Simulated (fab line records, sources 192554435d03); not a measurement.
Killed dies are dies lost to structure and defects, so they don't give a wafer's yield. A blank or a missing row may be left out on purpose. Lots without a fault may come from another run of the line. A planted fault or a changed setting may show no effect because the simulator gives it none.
fab line records | flow n5_finfet
record lots=10 wafers=30 last_day=19
route steps=1938 shown BEOL_M3@933 BEOL_M4@1111
lots that met no fault: from a run of the same line without faults
start_h: hours from the record's first day to the start of the lot's first wafer shown | wait_h: hours since the lot's step before | " the same as in the row above | L1.1+2: a row that stands for several wafers | - no value, or no start given | * or withheld: withheld | < > ~ a bound
route shown NAME@n: a module of which the file shows steps, and the number in the route of the first | usual: mean/standard deviation of fault-free wafers | same: alike in all rows | chamber/n: place in a boat | sites: the reading at each site | _std_site: their standard deviation | _edge_site: outer sites' mean less inner sites' | radius_mm: how far each site lies from the wafer's centre | mask NAME#n: copy n | behind: the tool/chamber that last shaped the wafer | hold: why the lot was held/for how many hours/how that ended | device: the transistor (n, p or np) that didn't switch | end of line: the same wafers' tests at the end of the route | a step without rows: its recipe alone | killed: dies lost to structure and defects at the first sort, not the wafer's yield | map: a wafer's dies, x killed, . not, _ none there
set.NAME: the setting as run; set.NAME@STEP: as run at that earlier step | model.NAME: the simulator's own value behind a step, which no gauge read
steps of the route over a sample of lots; a table a step, a row a wafer
services: from which hour (start_h, from the record's first day; less than 0 if before it) a tool's chamber was out of use, for how many hours, and why
## steps
# step N5_BEOL_M3_PECVD_72
# recipe material=SiO2 target_thk_a=160 temp_c=400 precursor=TEOS/O2 pressure_torr=5.5 rf_w=450 teos_flow_sccm=53.8 gas=O2 flow_sccm=3000 time_s=18
# usual heater_power_w=753/90 showerhead_plenum_p_Torr=8.79/0.068 throttle_valve_pct=22.2/1.4
# columns lot.wafer tool chamber start_h wait_h heater_power_w showerhead_plenum_p_Torr throttle_valve_pct
L216.1 pecvd-01 0 159.01 0.0 782 8.76 22.0
L216.4 " 2 " " 723 8.75 21.8
L216.6 " 0 " " 793 8.74 22.0
L217.1 pecvd-01 0 159.82 0.0 713 8.76 21.8
L217.2 " 1 " " 830 8.76 20.0
L217.6 " 0 " " 708 8.73 22.1
L219.4 pecvd-01 0 166.77 0.1 725 8.75 22.5
L219.5 " 1 " " 834 8.76 20.1
L219.6 " 2 " " 729 8.75 21.9
L224.1 pecvd-04 1 217.90 0.0 955 8.86 25.2
L224.3 " 2 " " 655 8.92 22.5
L224.4 " 1 " " 976 8.86 25.5
L218.3 pecvd-01 2 272.41 0.0 672 8.77 22.0
L218.4 " 0 " " 766 8.74 22.0
L218.6 " 2 " " 672 8.76 22.0
L234.1 pecvd-01 2 281.90 0.0 626 8.77 21.9
L234.2 " 0 " " 718 8.74 22.5
L234.4 " 2 " " 627 8.78 21.9
L235.2 pecvd-04 1 285.13 0.0 915 8.89 25.1
L235.4 " 1 " " 936 8.84 25.3
L235.6 " 0 " " 755 8.73 22.7
L237.2 pecvd-01 0 288.86 0.0 711 8.74 22.6
L237.5 " 2 " " 695 8.75 21.9
L237.6 " 0 " " 734 8.76 22.5
L238.2 pecvd-02 0 292.10 0.0 739 8.64 22.2
L238.5 " 1 " " 772 8.87 24.3
L238.6 " 0 " " 751 8.64 22.2
L239.1 pecvd-02 2 297.74 0.0 765 8.86 22.0
L239.5 " 2 " " 774 8.87 22.1
L239.6 " 1 " " 630 8.90 24.2
# step N5_BEOL_M3_OVL_MEAS_12
# recipe points_per_wafer=522
# usual M3_OVL=-0.3/0.59
# columns lot.wafer tool chamber start_h wait_h M3_OVL[nm]
L216.1 overlay-01 0 159.89 0.0 -0.6
L216.4 " 0 " " 0.4
L216.6 " 0 " " -0.1
L217.1 overlay-02 0 162.28 0.0 -0.1
L217.2 " 0 " " -1.3
L217.6 " 0 " " -0.4
L219.4 overlay-02 0 169.23 0.0 -0.7
L219.5 " 0 " " -1.2
L219.6 " 0 " " -0.6
L224.1 overlay-02 0 220.82 0.0 -0.9
L224.3 " 0 " " -0.6
L224.4 " 0 " " -1.1
L218.3 overlay-01 0 273.22 0.0 -0.1
L218.4 " 0 " " 0.7
L218.6 " 0 " " 0.1
L234.1 overlay-01 0 282.62 0.0 -0.5
L234.2 " 0 " " -0.4
L234.4 " 0 " " -1.2
L235.2 overlay-02 0 288.10 0.0 0.2
L235.4 " 0 " " -0.6
L235.6 " 0 " " -0.9
L237.2 overlay-01 0 289.59 0.0 0.0
L237.5 " 0 " " -1.1
L237.6 " 0 " " -0.9
L238.2 overlay-02 0 292.71 0.0 -1.0
L238.5 " 0 " " -0.5
L238.6 " 0 " " -0.8
L239.1 overlay-02 0 299.59 0.0 -0.3
L239.5 " 0 " " -0.1
L239.6 " 0 " " -1.0
# step N5_BEOL_M3_ETCH_64
# recipe chemistry=N2/H2 target=SOC target_depth_a=750 overetch_a=150 mask_material=SiARC temp_c=40 time_s=112.5 ion_energy_ev=200 pressure_mtorr=30 source_w=840 bias_w=150 n2_flow_sccm=200 h2_flow_sccm=200
# usual bias_w=150.0/0.44 drypump_motor_current_A=5.5/0.34 oes_product_au=0.60/0.061 rf_vpp_V=522.6/2.4 showerhead_plenum_p_Torr=2.50/0.083 throttle_valve_pct=17.85/0.23
# columns lot.wafer tool chamber start_h wait_h bias_w drypump_motor_current_A oes_product_au rf_hours_counter_h rf_vpp_V showerhead_plenum_p_Torr throttle_valve_pct
L216.1 rie_diel-02 2 160.25 0.0 150.5 5.5 0.58 226 523.5 2.51 17.75
L216.4 " 3 " " 150.3 5.7 0.57 214 523.8 2.51 18.13
L216.6 " 2 " " 149.7 5.5 0.57 - 522.5 2.51 17.75
L217.1 rie_diel-02 3 163.40 0.0 150.2 5.7 0.57 215 521.7 2.51 18.13
L217.2 " 2 " " 150.2 5.5 0.56 227 522.3 2.51 17.76
L217.6 " 2 " " 150.3 5.5 0.57 - 522.9 2.51 17.76
L219.4 rie_diel-02 1 169.44 0.1 149.7 6.0 0.58 - 520.9 2.43 17.61
L219.5 " 3 " " 149.9 5.7 0.57 - 522.6 2.51 18.13
L219.6 " 2 " " 149.1 5.5 0.57 - 522.2 2.51 17.77
L224.1 rie_diel-02 2 221.00 0.0 150.6 5.5 0.56 247 522.4 2.51 17.78
L224.3 " 3 " " 150.1 5.7 0.56 234 521.8 2.50 18.16
L224.4 " 1 " " 180.8 6.0 0.56 196 585.5 2.43 17.65
L218.3 rie_diel-06 1 273.67 0.0 149.6 5.7 0.56 222 519.6 2.40 17.67
L218.4 " 3 " " 150.2 5.4 0.57 195 522.1 2.42 18.12
L218.6 " 1 " " 150.5 5.6 0.57 - 520.0 2.40 17.65
L234.1 rie_diel-06 2 283.05 0.0 150.1 5.2 0.56 235 526.6 2.63 18.01
L234.2 " 3 " " 151.0 5.3 0.57 197 519.4 2.42 18.15
L234.4 " 1 " " 149.8 5.7 0.56 224 520.3 2.40 17.68
L235.2 rie_diel-06 0 288.27 0.0 150.2 4.9 0.66 53 520.7 2.48 17.61
L235.4 " 3 " " 149.5 5.3 0.57 199 520.7 2.42 18.13
L235.6 " 2 " " 150.4 5.2 0.55 - 525.6 2.63 18.00
L237.2 rie_diel-06 2 289.76 0.0 150.1 5.2 0.55 237 525.5 2.63 17.98
L237.5 " 0 " " 150.0 4.9 0.66 - 521.1 2.48 17.60
L237.6 " 1 " " 149.9 5.7 0.57 - 520.2 2.40 17.67
L238.2 rie_diel-06 1 292.92 0.0 150.5 5.6 0.57 228 520.7 2.40 17.68
L238.5 " 0 " " 149.7 4.9 0.66 - 521.2 2.48 17.60
L238.6 " 1 " " 149.5 5.6 0.56 - 520.5 2.39 17.68
L239.1 rie_diel-06 3 299.76 0.0 150.1 5.3 0.56 202 520.7 2.42 18.14
L239.5 " 2 " " 150.3 5.2 0.55 - 525.1 2.62 18.01
L239.6 " 1 " " 150.4 5.7 0.56 - 519.8 2.39 17.69
# step N5_BEOL_M3_CD_MEAS_18
# recipe pitch_nm=36 target_cd_nm=18
# usual cd_nm=18.0/0.38
# columns lot.wafer tool chamber start_h wait_h cd_nm
L216.1 cd_sem-03 - 160.60 0.0 18.1
L216.4 " - " " 18.9
L216.6 " - " " 18.0
L217.1 cd_sem-03 - 163.94 0.0 18.6
L217.2 " - " " 17.9
L217.6 " - " " 17.4
L219.4 cd_sem-01 - 169.74 0.0 18.3
L219.5 " - " " 18.2
L219.6 " - " " 18.0
L224.1 cd_sem-01 - 221.44 0.0 17.8
L224.3 " - " " 19.1
L224.4 " - " " 18.1
L218.3 cd_sem-01 - 274.20 0.1 17.9
L218.4 " - " " 17.9
L218.6 " - " " 18.0
L234.1 cd_sem-02 - 283.53 0.0 18.4
L234.2 " - " " 18.5
L234.4 " - " " 18.2
L235.2 cd_sem-02 - 288.63 0.1 18.0
L235.4 " - " " 17.3
L235.6 " - " " 17.3
L237.2 cd_sem-01 - 290.11 0.1 18.1
L237.5 " - " " 17.9
L237.6 " - " " 18.0
L238.2 cd_sem-02 - 293.36 0.1 17.8
L238.5 " - " " 18.5
L238.6 " - " " 17.8
L239.1 cd_sem-01 - 300.22 0.0 18.0
L239.5 " - " " 17.7
L239.6 " - " " 17.4
# step N5_BEOL_M4_RC_MEAS_101
# usual DIBL_N=36.0/1.7 DIBL_P=36.2/1.9 IOFF_N=0.154/0.028 IOFF_P=0.21/0.036 ION_N=675/11 ION_P=463/8.3 SS_N=71.4/0.63 SS_P=73.2/0.55 VT_N=250.2/3 VT_P=-251/3.7
# columns lot.wafer tool chamber start_h wait_h DIBL_N[mV/V] DIBL_P[mV/V] IOFF_N[nA/um] IOFF_P[nA/um] ION_N[uA/um] ION_P[uA/um] SS_N[mV/dec] SS_P[mV/dec] VT_N[mV] VT_P[mV]
L216.1 prober-02 0 192.80 0.0 37.5 37.4 0.178 0.29 673 469 71.7 73.6 248.0 -242
L216.4 " 0 " " 34.2 33.4 0.133 0.23 672 475 70.0 73.3 251.1 -245
L216.6 " 0 " " 36.4 35.8 0.157 0.26 666 468 71.2 73.5 253.0 -243
L217.1 prober-01 0 197.44 0.0 35.0 33.2 0.116 0.17 670 455 71.2 73.0 252.2 -252
L217.2 " 0 " " 38.3 38.5 0.186 0.26 688 474 72.9 73.9 245.6 -247
L217.6 " 0 " " 39.0 38.7 0.196 0.26 700 477 72.4 73.9 245.2 -246
L219.4 prober-02 0 244.44 0.5 32.7 32.2 0.103 0.16 668 463 70.7 72.2 255.7 -256
L219.5 " 0 " " 35.9 34.8 0.140 0.19 672 457 70.7 73.0 251.5 -255
L219.6 " 0 " " 36.7 36.0 0.152 0.20 678 458 70.6 73.6 250.0 -251
L224.1 prober-01 0 276.31 0.0 32.5 32.9 0.102 0.15 657 452 70.8 71.7 255.7 -254
L224.3 " 0 " " 35.8 37.7 0.158 0.21 673 465 71.1 73.0 249.3 -248
L224.4 " 0 " " 33.1 34.8 0.113 0.17 662 463 70.6 72.3 252.1 -254
L218.3 prober-01 0 307.21 0.3 34.5 35.1 0.143 0.19 664 458 71.8 73.2 250.0 -254
L218.4 " 0 " " 36.8 38.3 0.181 0.23 683 470 71.7 74.0 249.0 -251
L218.6 " 0 " " 37.0 39.3 0.202 0.26 688 469 72.3 73.5 244.7 -247
L234.1 prober-02 0 339.42 0.0 37.2 37.0 0.177 0.23 681 468 71.8 73.7 250.5 -249
L234.2 " 0 " " 39.3 38.5 0.221 0.26 682 466 72.9 73.6 246.6 -246
L234.4 " 0 " " 36.8 36.7 0.175 0.24 687 474 70.9 74.0 247.1 -248
L235.2 prober-01 0 340.00 0.2 35.2 32.4 0.128 0.17 662 459 70.8 72.1 256.1 -253
L235.4 " 0 " " 33.8 32.5 0.107 0.17 669 462 70.2 72.8 258.0 -255
L235.6 " 0 " " 36.6 35.7 0.150 0.22 673 466 71.1 72.9 251.3 -248
L237.2 prober-02 0 342.68 0.2 37.4 39.0 0.203 0.29 690 476 71.6 74.1 243.0 -243
L237.5 " 0 " " 37.1 37.7 0.182 0.27 676 471 71.2 73.0 246.8 -244
L237.6 " 0 " " 34.3 34.6 0.134 0.21 668 466 70.7 72.8 252.2 -243
L238.2 prober-01 0 344.31 0.2 36.7 35.6 0.158 0.24 666 465 71.5 73.4 252.7 -247
L238.5 " 0 " " 37.2 37.2 0.174 0.26 677 471 71.2 73.7 247.7 -243
L238.6 " 0 " " 36.0 34.8 0.164 0.23 686 477 71.5 73.0 248.4 -247
L239.1 prober-02 0 347.04 0.0 36.1 36.9 0.145 0.21 660 455 71.4 73.0 253.2 -253
L239.5 " 0 " " 35.9 34.8 0.148 0.19 662 456 71.4 72.7 252.0 -252
L239.6 " 0 " " 37.9 39.6 0.192 0.25 697 471 72.3 73.9 247.7 -249
## services
# columns tool chamber start_h hours kind
pecvd-01 0 139.76 7.1 repair
rie_diel-02 1 154.13 5.4 repair
rie_diel-02 0 165.92 - clean
rie_diel-02 0 165.92 - consumable_replace:focus_ring
rie_diel-02 0 165.92 16.7 scheduled_down
rie_diel-02 0 165.92 16.7 vent_cycle
pecvd-04 1 171.33 5.5 scheduled_down
pecvd-02 - 171.92 1.4 repair
pecvd-02 - 175.34 2.1 repair
rie_diel-02 - 179.40 1.0 repair
rie_diel-06 2 189.08 10.0 repair
rie_diel-06 - 200.13 14.6 pm
pecvd-02 2 212.74 2.1 scheduled_down
rie_diel-06 2 226.76 7.4 repair
rie_diel-02 2 234.77 - clean
rie_diel-02 2 234.77 - consumable_replace:focus_ring
rie_diel-02 2 234.77 18.5 scheduled_down
rie_diel-02 2 234.77 18.5 vent_cycle
rie_diel-02 - 257.06 72.1 repair
pecvd-01 1 274.17 12.3 repair
pecvd-01 - 275.27 0.9 repair
pecvd-04 2 287.69 4.1 repair
pecvd-04 - 289.55 6.0 pm
pecvd-02 - 298.59 3.4 repair
## key
first_sign step=N5_BEOL_M3_ETCH_64 reading=bias_w direction=up sigmas=71 usual=* struck=*
effect step=N5_BEOL_M3_ETCH_64 reading=rf_vpp_V direction=up sigmas=27 usual=522.6 struck=585.5
met_at N5_BEOL_M3_ETCH_64
struck_lots L224
struck_wafers L224.4
not_acting_at N5_BEOL_M3_PECVD_72,N5_BEOL_M3_OVL_MEAS_12,N5_BEOL_M3_CD_MEAS_18
onset_between 169.44 221.00
fault kind=process_parameter_drift tool=rie_diel-02 chamber=1 onset_h=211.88 steps=N5_BEOL_M3_ETCH_64 channel=bias_w offset=* shape=step end_h=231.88 acts_in=* stated=*
